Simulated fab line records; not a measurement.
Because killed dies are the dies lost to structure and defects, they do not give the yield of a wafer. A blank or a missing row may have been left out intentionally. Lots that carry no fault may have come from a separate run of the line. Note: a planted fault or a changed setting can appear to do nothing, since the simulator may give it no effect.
fab line records -- flow n5-finfet
[record] lots = 7, wafers = 39
route steps=1938 shown BEOL_M7@1308 BEOL_M10@1470
start-h: hours from the record's opening day to when the first of the lot's shown wafers began -- wait-h: hours since the lot's step before -- " unchanged from the row above -- L1.1+2: one row covering several wafers at once -- - no value, or no start given -- * or withheld: withheld -- < > ~ a bound
route shown NAME@n: a module of which the file shows steps, and the number in the route of the first -- usual: mean and standard deviation over wafers with no fault -- same: alike in all rows -- chamber/n: place in a boat -- sites: per-site readings -- _std_site: their standard deviation -- _edge_site: the outer-site mean with the inner-site mean subtracted -- radius-mm: for every site, how far away it sits from the centre of the wafer -- mask NAME#n: copy n -- behind: the tool/chamber that last shaped the wafer -- hold: cause of the lot's hold/its duration in hours/its outcome -- device: names the non-switching transistor (n, p or np) -- end of line: at the end of the route, the tests of the same wafers -- where a step has no rows: the recipe by itself -- killed: the dies lost at the first sort to structure and to defects; this is not the yield of the wafer -- map: dies across one wafer; x = killed, . = not, _ = none there
set.NAME: the setting the step ran with; set.NAME@STEP: the setting that earlier step ran with -- model.NAME: the simulator's own value behind a step, which no gauge read
lots whose settings were changed on purpose; a table a step, a row a wafer
[[steps]]
[step N5_BEOL_M7_TRENCH_ETCH_37]
[recipe] chemistry = C4F6/O2, target-depth-a = 934.78, target = SiCOH_lowk, time-s = 31.2, ion-energy-ev = 250, pressure-mtorr = 30, source-w = 345, bias-w = 185, Ar_flow_sccm = 300, C4F6_flow_sccm = 10, O2_flow_sccm = 10
lot.wafer,tool,chamber,start-h,wait-h,set.time-s,model.BEOL_M7.feature-depth-nm,model.etch.depth-nm,model.TiN_of_BEOL_M7_HM_DEP_02.thk-nm
L078.1,rie-diel-03,2,-,-,31.2,92.8,92.82,17.4
L078.3,rie-diel-03,3,-,-,31.2,95.4,95.44,17
L078.5,rie-diel-03,3,-,-,31.2,95,95.09,17.2
L081.1,rie-diel-03,3,-,-,31.2,95,94.98,17.2
L081.2,rie-diel-03,1,-,-,31.2,91,91.07,17.4
L081.3,rie-diel-03,2,-,-,31.2,93,93.03,17.4
L081.4,rie-diel-03,0,-,-,31.2,92.6,92.66,17.2
L081.5,rie-diel-03,1,-,-,31.2,91.4,91.43,17.2
L081.6,rie-diel-03,0,-,-,31.2,91.8,91.82,17.2
L082.1,rie-diel-02,1,-,-,31.2,92.6,92.51,17.4
L082.2,rie-diel-02,3,-,-,31.2,91.4,91.47,17.2
L082.3,rie-diel-02,2,-,-,31.2,94.8,94.71,17.2
L082.4,rie-diel-02,0,-,-,31.2,95.8,95.8,17
L082.5,rie-diel-02,2,-,-,31.2,94.6,94.53,17.4
L082.6,rie-diel-02,1,-,-,31.2,93,92.95,17.4
L083.1,rie-diel-01,0,-,-,21.07,62.8,62.81,18.4
L083.2,rie-diel-01,2,-,-,21.07,62.8,62.8,18.4
L083.3,rie-diel-01,1,-,-,31.2,95.8,95.87,17.6
L083.4,rie-diel-01,3,-,-,31.2,95.2,95.26,17.4
L083.5,rie-diel-01,1,-,-,21.07,64.2,64.27,18.4
L083.6,rie-diel-01,2,-,-,31.2,94,93.92,17.6
L091.1,rie-diel-02,0,-,-,19.07,58,58.01,18.4
L091.2,rie-diel-02,3,-,-,31.2,93.4,93.36,17.4
L091.3,rie-diel-02,2,-,-,19.07,57,56.96,18.2
L091.4,rie-diel-02,2,-,-,31.2,93.4,93.41,17
L091.5,rie-diel-02,0,-,-,19.07,58.2,58.11,18.2
L091.6,rie-diel-02,3,-,-,31.2,93.8,93.9,17.2
L093.1,rie-diel-03,3,-,-,31.2,95,95.1,17.6
L093.2,rie-diel-03,1,-,-,31.2,90.4,90.43,17.8
L093.3,rie-diel-03,2,-,-,31.2,92.4,92.49,17.6
L093.4,rie-diel-03,0,-,-,31.2,92.2,92.25,17.4
L093.5,rie-diel-03,1,-,-,31.2,90.8,90.79,17.6
L093.6,rie-diel-03,0,-,-,31.2,92.6,92.66,17.2
L092.1,rie-diel-02,3,-,-,31.2,93.8,93.76,17.2
L092.2,rie-diel-02,0,-,-,31.2,94.6,94.56,17.2
L092.3,rie-diel-02,2,-,-,31.2,93.2,93.28,17.6
L092.4,rie-diel-02,0,-,-,31.2,93.6,93.63,17.4
L092.5,rie-diel-02,2,-,-,31.2,93.8,93.73,17.4
L092.6,rie-diel-02,3,-,-,31.2,93.6,93.63,17.2
[step N5_BEOL_M7_ETCH_41]
[recipe] chemistry = CH3F/O2, target = SiCN, target-depth-a = 319, taper-deg = 2, time-s = 57.8, ion-energy-ev = 120, mask-material = TiN, pressure-mtorr = 30, source-w = 395, bias-w = 75, Ar_flow_sccm = 150, CH3F_flow_sccm = 30, O2_flow_sccm = 20
[step N5_BEOL_M7_STRIP_80]
[recipe] chemistry = N2/H2, time-s = 10, power-w = 450, temp-c = 40, pressure-mtorr = 20, rf-frequency-hz = 6e+07, bias-power-w = 7, n2-flow-sccm = 200, h2-flow-sccm = 200
[step N5_BEOL_M7_OCD_MEAS_38]
[usual] trench-depth-nm = 93.6/1.5
lot.wafer,tool,chamber,start-h,wait-h,set.time-s@BEOL_M7_TRENCH_ETCH_37,trench-depth-nm
L078.1,ocd-01,-,229.13,-,31.2,92.7
L078.3,ocd-01,-,229.13,-,31.2,95.0
L078.5,ocd-01,-,229.13,-,31.2,95.1
L081.1,ocd-02,-,244.03,-,31.2,94.7
L081.2,ocd-02,-,244.03,-,31.2,91.4
L081.3,ocd-02,-,244.03,-,31.2,93.0
L081.4,ocd-02,-,244.03,-,31.2,92.7
L081.5,ocd-02,-,244.03,-,31.2,91.7
L081.6,ocd-02,-,244.03,-,31.2,91.6
L082.1,ocd-02,-,244.60,-,31.2,92.6
L082.2,ocd-02,-,244.60,-,31.2,91.6
L082.3,ocd-02,-,244.60,-,31.2,94.0
L082.4,ocd-02,-,244.60,-,31.2,95.3
L082.5,ocd-02,-,244.60,-,31.2,94.4
L082.6,ocd-02,-,244.60,-,31.2,93.3
L083.1,ocd-02,-,256.25,-,21.07,62.9
L083.2,ocd-02,-,256.25,-,21.07,62.7
L083.3,ocd-02,-,256.25,-,31.2,95.7
L083.4,ocd-02,-,256.25,-,31.2,95.7
L083.5,ocd-02,-,256.25,-,21.07,64.2
L083.6,ocd-02,-,256.25,-,31.2,93.9
L091.1,ocd-01,-,331.66,-,19.07,58.5
L091.2,ocd-01,-,331.66,-,31.2,93.3
L091.3,ocd-01,-,331.66,-,19.07,56.5
L091.4,ocd-01,-,331.66,-,31.2,93.4
L091.5,ocd-01,-,331.66,-,19.07,57.6
L091.6,ocd-01,-,331.66,-,31.2,93.7
L093.1,ocd-01,-,333.99,-,31.2,95.1
L093.2,ocd-01,-,333.99,-,31.2,90.2
L093.3,ocd-01,-,333.99,-,31.2,92.3
L093.4,ocd-01,-,333.99,-,31.2,92.4
L093.5,ocd-01,-,333.99,-,31.2,90.8
L093.6,ocd-01,-,333.99,-,31.2,92.1
L092.1,ocd-02,-,339.87,-,31.2,93.1
L092.2,ocd-02,-,339.87,-,31.2,94.7
L092.3,ocd-02,-,339.87,-,31.2,93.9
L092.4,ocd-02,-,339.87,-,31.2,93.2
L092.5,ocd-02,-,339.87,-,31.2,93.8
L092.6,ocd-02,-,339.87,-,31.2,93.8
[step N5_BEOL_M7_HM_STRIP_39]
[recipe] chemistry = peroxide-tin-strip, material = TiN, target-depth-a = 250, temp-c = 50, time-s = 158
[step N5_BEOL_M7_SRD_40]
[recipe] time-s = 30, temp-c = 23, rinse-liquid = diw, dry = ipa-marangoni
[step N5_BEOL_M7_ECD_50]
[recipe] material = Cu, target-thk-a = 3000
[step N5_BEOL_M7_ANNEAL_51]
[recipe] temp-c = 225, time-s = 90, ambient = N2
[step N5_BEOL_M7_CMP_52]
[recipe] stop-on = SiCOH_lowk, t-overpolish-s = 6.9, down-force-psi = 1, platen-rpm = 50, clearing-platen-down-force-psi = 1.5, clearing-platen-rpm = 50, post-cmp-clean = cu-alkaline, target-thk-nm = 80, clearing-platen-pad-velocity-m-s = 0.99484, pad-velocity-m-s = 0.99484
lot.wafer,tool,chamber,start-h,wait-h,set.time-s@BEOL_M7_TRENCH_ETCH_37,model.Cu_of_BEOL_M7_ECD_50.thk-nm
L078.3,cmp-04,0,232.45,1.4,31.2,80.4
L078.1,cmp-04,2,232.45,1.4,31.2,76.8
L078.5,cmp-04,3,232.45,1.4,31.2,80.6
L081.1,cmp-02,0,246.01,0.3,31.2,81.6
L081.2,cmp-02,1,246.01,0.3,31.2,77.4
L081.3,cmp-02,2,246.01,0.3,31.2,80.4
L081.4,cmp-02,3,246.01,0.3,31.2,80.2
L081.6,cmp-02,0,246.01,0.3,31.2,77.2
L081.5,cmp-02,1,246.01,0.3,31.2,76.6
L082.2,cmp-02,3,247.87,0.2,31.2,78.4
L082.3,cmp-02,0,247.87,0.2,31.2,80.2
L082.4,cmp-02,1,247.87,0.2,31.2,82.4
L082.1,cmp-02,2,247.87,0.2,31.2,79.2
L082.6,cmp-02,3,247.87,0.2,31.2,80.6
L082.5,cmp-02,0,247.87,0.2,31.2,81.2
L083.4,cmp-04,2,258.27,0.1,31.2,80.4
L083.1,cmp-04,3,258.27,0.1,21.07,48.8
L083.2,cmp-04,0,258.27,0.1,21.07,49.4
L083.3,cmp-04,1,258.27,0.1,31.2,83
L083.5,cmp-04,2,258.27,0.1,21.07,49.6
L083.6,cmp-04,3,258.27,0.1,31.2,81.2
L091.4+2,cmp-03,"0,2",334.87,0.3,31.2,80
L091.3,cmp-03,1,334.87,0.3,19.07,43
L091.1,cmp-03,3,334.87,0.3,19.07,43.4
L091.5,cmp-03,0,334.87,0.3,19.07,43.6
L091.6,cmp-03,1,334.87,0.3,31.2,80.2
L093.4,cmp-03,1,337.74,0.1,31.2,77.6
L093.1,cmp-03,2,337.74,0.1,31.2,81.2
L093.2,cmp-03,3,337.74,0.1,31.2,76.4
L093.3,cmp-03,0,337.74,0.1,31.2,79.2
L093.5,cmp-03,1,337.74,0.1,31.2,76.8
L093.6,cmp-03,2,337.74,0.1,31.2,79.4
L092.4,cmp-03,2,342.80,0.1,31.2,80.2
L092.1,cmp-03,3,342.80,0.1,31.2,79.8
L092.3,cmp-03,0,342.80,0.1,31.2,81.6
L092.2,cmp-03,1,342.80,0.1,31.2,83
L092.6,cmp-03,2,342.80,0.1,31.2,81
L092.5,cmp-03,3,342.80,0.1,31.2,80.8
[step N5_BEOL_M7_THK_MEAS_53]
[recipe] thk-meas-gauge = xrf, reads = Cu_of_BEOL_M7_ECD_50
[usual] M7_THK = 79.8/1.7
lot.wafer,tool,chamber,start-h,wait-h,set.time-s@BEOL_M7_TRENCH_ETCH_37,M7_THK[nm]
L078.1,film-metro-02,-,232.71,-,31.2,76.8
L078.3,film-metro-02,-,232.71,-,31.2,80.2
L078.5,film-metro-02,-,232.71,-,31.2,80.8
L081.1,film-metro-02,-,246.30,-,31.2,82.4
L081.2,film-metro-02,-,246.30,-,31.2,78.1
L081.3,film-metro-02,-,246.30,-,31.2,81.3
L081.4,film-metro-02,-,246.30,-,31.2,80.7
L081.5,film-metro-02,-,246.30,-,31.2,77.3
L081.6,film-metro-02,-,246.30,-,31.2,77.6
L082.1,film-metro-02,-,248.17,-,31.2,78.7
L082.2,film-metro-02,-,248.17,-,31.2,77.8
L082.3,film-metro-02,-,248.17,-,31.2,79.4
L082.4,film-metro-02,-,248.17,-,31.2,81.9
L082.5,film-metro-02,-,248.17,-,31.2,80.9
L082.6,film-metro-02,-,248.17,-,31.2,80.1
L083.1,film-metro-01,-,258.56,-,21.07,48.7
L083.2,film-metro-01,-,258.56,-,21.07,49.5
L083.3,film-metro-01,-,258.56,-,31.2,83.4
L083.4,film-metro-01,-,258.56,-,31.2,80.7
L083.5,film-metro-01,-,258.56,-,21.07,49.8
L083.6,film-metro-01,-,258.56,-,31.2,81.5
L091.1,film-metro-01,-,335.17,-,19.07,43.1
L091.2,film-metro-01,-,335.17,-,31.2,79.5
L091.3,film-metro-01,-,335.17,-,19.07,42.7
L091.4,film-metro-01,-,335.17,-,31.2,79.9
L091.5,film-metro-01,-,335.17,-,19.07,43.6
L091.6,film-metro-01,-,335.17,-,31.2,79.6
L093.1,film-metro-02,-,338.03,-,31.2,81.8
L093.2,film-metro-02,-,338.03,-,31.2,77.2
L093.3,film-metro-02,-,338.03,-,31.2,79.9
L093.4,film-metro-02,-,338.03,-,31.2,78.4
L093.5,film-metro-02,-,338.03,-,31.2,77.4
L093.6,film-metro-02,-,338.03,-,31.2,79.9
L092.1,film-metro-01,-,343.09,-,31.2,78.9
L092.2,film-metro-01,-,343.09,-,31.2,82.0
L092.3,film-metro-01,-,343.09,-,31.2,81.1
L092.4,film-metro-01,-,343.09,-,31.2,79.5
L092.5,film-metro-01,-,343.09,-,31.2,80.2
L092.6,film-metro-01,-,343.09,-,31.2,80.1
[step N5_BEOL_M7_PRE_CLEAN_55]
[recipe] gas = NH3, time-s = 15, temp-c = withheld, rf-power-w = 300
[step N5_BEOL_M7_DEP_56]
[recipe] material = SiCN, target-thk-a = 100, temp-c = withheld, precursor = 3MS/NH3, pressure-torr = 3, rf-w = 202, time-s = 17.5
[step N5_BEOL_M7_RS_MEAS_57]
[recipe] thk-meas-gauge = four-point-probe, reads = Cu_of_BEOL_M7_ECD_50+Co_of_BEOL_M7_CVD_78+TaN_of_BEOL_M7_ALD_77
[usual] M7_RS = 0.287/0.0076
lot.wafer,tool,chamber,start-h,wait-h,set.time-s@BEOL_M7_TRENCH_ETCH_37,M7_RS[ohm/sq]
L078.1,film-metro-01,-,232.87,0.1,31.2,0.300
L078.3,film-metro-01,-,232.87,0.1,31.2,0.284
L078.5,film-metro-01,-,232.87,0.1,31.2,0.284
L081.1,film-metro-01,-,246.43,0.1,31.2,0.280
L081.2,film-metro-01,-,246.43,0.1,31.2,0.298
L081.3,film-metro-01,-,246.43,0.1,31.2,0.285
L081.4,film-metro-01,-,246.43,0.1,31.2,0.285
L081.5,film-metro-01,-,246.43,0.1,31.2,0.300
L081.6,film-metro-01,-,246.43,0.1,31.2,0.298
L082.1,film-metro-01,-,248.30,0.1,31.2,0.290
L082.2,film-metro-01,-,248.30,0.1,31.2,0.294
L082.3,film-metro-01,-,248.30,0.1,31.2,0.285
L082.4,film-metro-01,-,248.30,0.1,31.2,0.277
L082.5,film-metro-01,-,248.30,0.1,31.2,0.281
L082.6,film-metro-01,-,248.30,0.1,31.2,0.284
L083.1,film-metro-01,-,258.69,0.1,21.07,0.522
L083.2,film-metro-01,-,258.69,0.1,21.07,0.516
L083.3,film-metro-01,-,258.69,0.1,31.2,0.275
L083.4,film-metro-01,-,258.69,0.1,31.2,0.285
L083.5,film-metro-01,-,258.69,0.1,21.07,0.512
L083.6,film-metro-01,-,258.69,0.1,31.2,0.281
L091.1,film-metro-01,-,335.30,0.1,19.07,0.608
L091.2,film-metro-01,-,335.30,0.1,31.2,0.286
L091.3,film-metro-01,-,335.30,0.1,19.07,0.615
L091.4,film-metro-01,-,335.30,0.1,31.2,0.287
L091.5,film-metro-01,-,335.30,0.1,19.07,0.602
L091.6,film-metro-01,-,335.30,0.1,31.2,0.285
L093.1,film-metro-01,-,338.16,0.1,31.2,0.281
L093.2,film-metro-01,-,338.16,0.1,31.2,0.301
L093.3,film-metro-01,-,338.16,0.1,31.2,0.290
L093.4,film-metro-01,-,338.16,0.1,31.2,0.297
L093.5,film-metro-01,-,338.16,0.1,31.2,0.300
L093.6,film-metro-01,-,338.16,0.1,31.2,0.289
L092.1,film-metro-02,-,343.22,0.1,31.2,0.288
L092.2,film-metro-02,-,343.22,0.1,31.2,0.273
L092.3,film-metro-02,-,343.22,0.1,31.2,0.279
L092.4,film-metro-02,-,343.22,0.1,31.2,0.285
L092.5,film-metro-02,-,343.22,0.1,31.2,0.283
L092.6,film-metro-02,-,343.22,0.1,31.2,0.282
[step N5_BEOL_M10_ILD_DEP_00]
[recipe] material = SiCOH_lowk, target-thk-a = 3085.1, temp-c = 300, precursor = DEMS/porogen, pressure-torr = 5, rf-w = 500, time-s = 58
lot.wafer,tool,chamber,start-h,wait-h,set.time-s,model.SiCOH_lowk_of_BEOL_M10_ILD_DEP_00.thk-nm
L078.1,pecvd-01,0,252.72,0.0,58,306.8
L078.3,pecvd-01,0,252.72,0.0,58,310.2
L078.5,pecvd-01,2,252.72,0.0,58,315.4
L081.1,pecvd-03,1,259.91,0.0,58,300.4
L081.2,pecvd-03,2,259.91,0.0,29.29,157.2
L081.3,pecvd-03,0,259.91,0.0,29.29,158
L081.4,pecvd-03,1,259.91,0.0,58,309.2
L081.5,pecvd-03,0,259.91,0.0,29.29,161.8
L081.6,pecvd-03,2,259.91,0.0,58,312.4
L082.1,pecvd-04,1,262.34,0.0,58,310
L082.2,pecvd-04,2,262.34,0.0,58,310.6
L082.3,pecvd-04,0,262.34,0.0,58,306.6
L082.4,pecvd-04,2,262.34,0.0,58,313.6
L082.5,pecvd-04,0,262.34,0.0,58,311.6
L082.6,pecvd-04,1,262.34,0.0,58,315
L083.1,pecvd-03,0,273.05,0.0,87.24,458.8
L083.2,pecvd-03,1,273.05,0.0,58,300
L083.3,pecvd-03,2,273.05,0.0,58,308
L083.4,pecvd-03,2,273.05,0.0,87.24,465.6
L083.5,pecvd-03,1,273.05,0.0,58,305.8
L083.6,pecvd-03,0,273.05,0.0,87.24,463.6
L093.1,pecvd-03,2,354.20,0.0,58,304.6
L093.2,pecvd-03,1,354.20,0.0,58,299.8
L093.3,pecvd-03,0,354.20,0.0,58,303.4
L093.4,pecvd-03,2,354.20,0.0,58,308.2
L093.5,pecvd-03,1,354.20,0.0,58,306.2
L093.6,pecvd-03,0,354.20,0.0,58,307.4
L091.1,pecvd-03,1,354.78,0.0,35.2,183.2
L091.2,pecvd-03,2,354.78,0.0,58,306.2
L091.3,pecvd-03,0,354.78,0.0,35.2,188.6
L091.4,pecvd-03,1,354.78,0.0,35.2,182.8
L091.5,pecvd-03,0,354.78,0.0,58,307.8
L091.6,pecvd-03,2,354.78,0.0,58,306
L092.1,pecvd-04,0,359.31,0.0,58,301.8
L092.2,pecvd-04,2,359.31,0.0,58,307
L092.3,pecvd-04,1,359.31,0.0,58,310.4
L092.4,pecvd-04,1,359.31,0.0,58,310.2
L092.5,pecvd-04,0,359.31,0.0,58,306.4
L092.6,pecvd-04,2,359.31,0.0,58,314.2
[step N5_BEOL_M10_CURE_71]
[recipe] temp-c = 385, time-s = 240, ambient = He/Ar, material = SiCOH_lowk
lot.wafer,tool,chamber,start-h,wait-h,set.time-s@BEOL_M10_ILD_DEP_00,model.SiCOH_lowk_of_BEOL_M10_ILD_DEP_00.thk-nm
L078.1,uv-cure-02,2,252.83,0.1,58,266.4
L078.3,uv-cure-02,2,252.83,0.1,58,269.4
L078.5,uv-cure-02,2,252.83,0.1,58,274
L081.1,uv-cure-03,1,259.98,0.0,58,261
L081.2,uv-cure-03,1,259.98,0.0,29.29,135.4
L081.3,uv-cure-03,1,259.98,0.0,29.29,136.2
L081.4,uv-cure-03,1,259.98,0.0,58,268.6
L081.5,uv-cure-03,1,259.98,0.0,29.29,139.4
L081.6,uv-cure-03,1,259.98,0.0,58,271.6
L082.1,uv-cure-03,0,262.70,0.3,58,269.4
L082.2,uv-cure-03,0,262.70,0.3,58,269.8
L082.3,uv-cure-03,0,262.70,0.3,58,266.2
L082.4,uv-cure-03,0,262.70,0.3,58,272.4
L082.5,uv-cure-03,0,262.70,0.3,58,270.8
L082.6,uv-cure-03,0,262.70,0.3,58,273.6
L083.1,uv-cure-03,1,273.13,0.0,87.24,401.8
L083.2,uv-cure-03,1,273.13,0.0,58,260.6
L083.3,uv-cure-03,1,273.13,0.0,58,267.6
L083.4,uv-cure-03,1,273.13,0.0,87.24,408
L083.5,uv-cure-03,1,273.13,0.0,58,265.6
L083.6,uv-cure-03,1,273.13,0.0,87.24,406.2
L093.1,uv-cure-03,0,354.28,0.0,58,264.6
L093.2,uv-cure-03,0,354.28,0.0,58,260.4
L093.3,uv-cure-03,0,354.28,0.0,58,263.4
L093.4,uv-cure-03,0,354.28,0.0,58,267.6
L093.5,uv-cure-03,0,354.28,0.0,58,266
L093.6,uv-cure-03,0,354.28,0.0,58,267
L091.1,uv-cure-02,2,354.86,0.0,35.2,158
L091.2,uv-cure-02,2,354.86,0.0,58,266
L091.3,uv-cure-02,2,354.86,0.0,35.2,162.6
L091.4,uv-cure-02,2,354.86,0.0,35.2,157.6
L091.5,uv-cure-02,2,354.86,0.0,58,267.4
L091.6,uv-cure-02,2,354.86,0.0,58,265.8
L092.1,uv-cure-02,2,359.39,0.0,58,262
L092.2,uv-cure-02,2,359.39,0.0,58,266.6
L092.3,uv-cure-02,2,359.39,0.0,58,269.8
L092.4,uv-cure-02,2,359.39,0.0,58,269.6
L092.5,uv-cure-02,2,359.39,0.0,58,266.2
L092.6,uv-cure-02,2,359.39,0.0,58,273
[step N5_BEOL_M10_THK_MEAS_01]
[recipe] reads = SiCOH_lowk_of_BEOL_M10_ILD_DEP_00
[usual] M10_ILD_THK = 268/4.2
lot.wafer,tool,chamber,start-h,wait-h,set.time-s@BEOL_M10_ILD_DEP_00,M10_ILD_THK[nm]
L078.1,film-metro-02,-,253.34,0.4,58,267
L078.3,film-metro-02,-,253.34,0.4,58,269
L078.5,film-metro-02,-,253.34,0.4,58,274
L081.1,film-metro-01,-,260.50,0.4,58,260
L081.2,film-metro-01,-,260.50,0.4,29.29,135
L081.3,film-metro-01,-,260.50,0.4,29.29,136
L081.4,film-metro-01,-,260.50,0.4,58,269
L081.5,film-metro-01,-,260.50,0.4,29.29,139
L081.6,film-metro-01,-,260.50,0.4,58,271
L082.1,film-metro-02,-,263.21,0.4,58,269
L082.2,film-metro-02,-,263.21,0.4,58,270
L082.3,film-metro-02,-,263.21,0.4,58,266
L082.4,film-metro-02,-,263.21,0.4,58,272
L082.5,film-metro-02,-,263.21,0.4,58,271
L082.6,film-metro-02,-,263.21,0.4,58,274
L083.1,film-metro-01,-,274.12,0.8,87.24,402
L083.2,film-metro-01,-,274.12,0.8,58,261
L083.3,film-metro-01,-,274.12,0.8,58,267
L083.4,film-metro-01,-,274.12,0.8,87.24,408
L083.5,film-metro-01,-,274.12,0.8,58,266
L083.6,film-metro-01,-,274.12,0.8,87.24,406
L093.1,film-metro-02,-,354.79,0.4,58,265
L093.2,film-metro-02,-,354.79,0.4,58,260
L093.3,film-metro-02,-,354.79,0.4,58,263
L093.4,film-metro-02,-,354.79,0.4,58,268
L093.5,film-metro-02,-,354.79,0.4,58,266
L093.6,film-metro-02,-,354.79,0.4,58,267
L091.1,film-metro-02,-,355.85,0.8,35.2,158
L091.2,film-metro-02,-,355.85,0.8,58,266
L091.3,film-metro-02,-,355.85,0.8,35.2,163
L091.4,film-metro-02,-,355.85,0.8,35.2,158
L091.5,film-metro-02,-,355.85,0.8,58,268
L091.6,film-metro-02,-,355.85,0.8,58,266
L092.1,film-metro-01,-,359.90,0.4,58,262
L092.2,film-metro-01,-,359.90,0.4,58,267
L092.3,film-metro-01,-,359.90,0.4,58,270
L092.4,film-metro-01,-,359.90,0.4,58,270
L092.5,film-metro-01,-,359.90,0.4,58,266
L092.6,film-metro-01,-,359.90,0.4,58,273
[[key]]
[split] step = N5_BEOL_M7_TRENCH_ETCH_37, setting = time-s, stated = 31.2, by = wafer
[response] step = N5_BEOL_M7_TRENCH_ETCH_37, reading = model.BEOL_M7.feature-depth-nm, change = +0.944, per = 1%, r = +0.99
[response] step = N5_BEOL_M7_TRENCH_ETCH_37, reading = model.etch.depth-nm, change = +0.945, per = 1%, r = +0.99
[response] step = N5_BEOL_M7_TRENCH_ETCH_37, reading = model.TiN_of_BEOL_M7_HM_DEP_02.thk-nm, change = -0.0271, per = 1%, r = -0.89
[response] step = N5_BEOL_M7_OCD_MEAS_38, reading = trench-depth-nm, change = +0.947, per = 1%, r = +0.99
[response] step = N5_BEOL_M7_CMP_52, reading = model.Cu_of_BEOL_M7_ECD_50.thk-nm, change = +0.965, per = 1%, r = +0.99
[response] step = N5_BEOL_M7_THK_MEAS_53, reading = M7_THK, change = +0.965, per = 1%, r = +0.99
[response] step = N5_BEOL_M7_RS_MEAS_57, reading = M7_RS, change = -0.00788, per = 1%, r = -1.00
[split] step = N5_BEOL_M10_ILD_DEP_00, setting = time-s, stated = 58, by = wafer
[response] step = N5_BEOL_M10_ILD_DEP_00, reading = model.SiCOH_lowk_of_BEOL_M10_ILD_DEP_00.thk-nm, change = +3.07, per = 1%, r = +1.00
[response] step = N5_BEOL_M10_CURE_71, reading = model.SiCOH_lowk_of_BEOL_M10_ILD_DEP_00.thk-nm, change = +2.71, per = 1%, r = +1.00
[response] step = N5_BEOL_M10_THK_MEAS_01, reading = M10_ILD_THK, change = +2.71, per = 1%, r = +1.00
